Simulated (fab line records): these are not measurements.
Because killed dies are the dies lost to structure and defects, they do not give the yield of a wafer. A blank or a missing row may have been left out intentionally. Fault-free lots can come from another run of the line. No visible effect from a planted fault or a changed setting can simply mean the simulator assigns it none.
Matching of chambers :: flow nand_harc :: 3 sister chambers for NHARC_A_SGD_CUT_DEP_00 on pecvd-01
The step deposits SiNx, target thk 50 nm. 6 wafers are shown with their chamber, then 10 later ones without.

EACH WAFER AND ITS CHAMBER
wafer: L086.1
chamber: 2
heater_power_w (W): 618

wafer: L085.2
chamber: 1
heater_power_w (W): 592

wafer: L085.4
chamber: 0
heater_power_w (W): 598

wafer: L085.6
chamber: 1
heater_power_w (W): 605

wafer: L090.1
chamber: 2
heater_power_w (W): 579

wafer: L090.4
chamber: 0
heater_power_w (W): 727

WAFERS WITHOUT THEIR CHAMBER
wafer: L090.5
heater_power_w (W): 584

wafer: L093.2
heater_power_w (W): 591

wafer: L093.3
heater_power_w (W): 701

wafer: L093.6
heater_power_w (W): 574

wafer: L095.2
heater_power_w (W): 585

wafer: L095.3
heater_power_w (W): 618

wafer: L095.6
heater_power_w (W): 589

wafer: L097.3
heater_power_w (W): 612

wafer: L097.4
heater_power_w (W): 627

wafer: L097.6
heater_power_w (W): 621

WHICH CHAMBER EACH WENT THROUGH
wafer: L090.5
from the rows above: can't be placed: 1 or 2 or 0
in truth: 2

wafer: L093.2
from the rows above: can't be placed: 1 or 2 or 0
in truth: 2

wafer: L093.3
from the rows above: can't be placed: 0 or 1 or 2
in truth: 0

wafer: L093.6
from the rows above: can't be placed: 1 or 2 or 0
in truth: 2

wafer: L095.2
from the rows above: can't be placed: 1 or 2 or 0
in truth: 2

wafer: L095.3
from the rows above: can't be placed: 1 or 2 or 0
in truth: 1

wafer: L095.6
from the rows above: can't be placed: 1 or 2 or 0
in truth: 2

wafer: L097.3
from the rows above: can't be placed: 1 or 2 or 0
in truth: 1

wafer: L097.4
from the rows above: can't be placed: 1 or 2 or 0
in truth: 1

wafer: L097.6
from the rows above: can't be placed: 1 or 2 or 0
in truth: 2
0 of 10 placed correctly. Cannot be placed on the basis of these rows: 10; the candidates contain the true chamber in 10. 0 placed wrongly.
How it was worked out, from the rows above alone: a wafer's distance from a chamber is the root of the sum, over the readings, of the square of ((its reading less the chamber's mean) divided by the reading's scatter). The wafer belongs to the nearest chamber; if the next one is less than 2 further off, it can't be placed. The mean given for a chamber averages the wafers shown for that chamber. The scatter: the root of (the sum of the squares of (reading less its chamber's mean) over the shown wafers, divided by (wafers less chambers)).
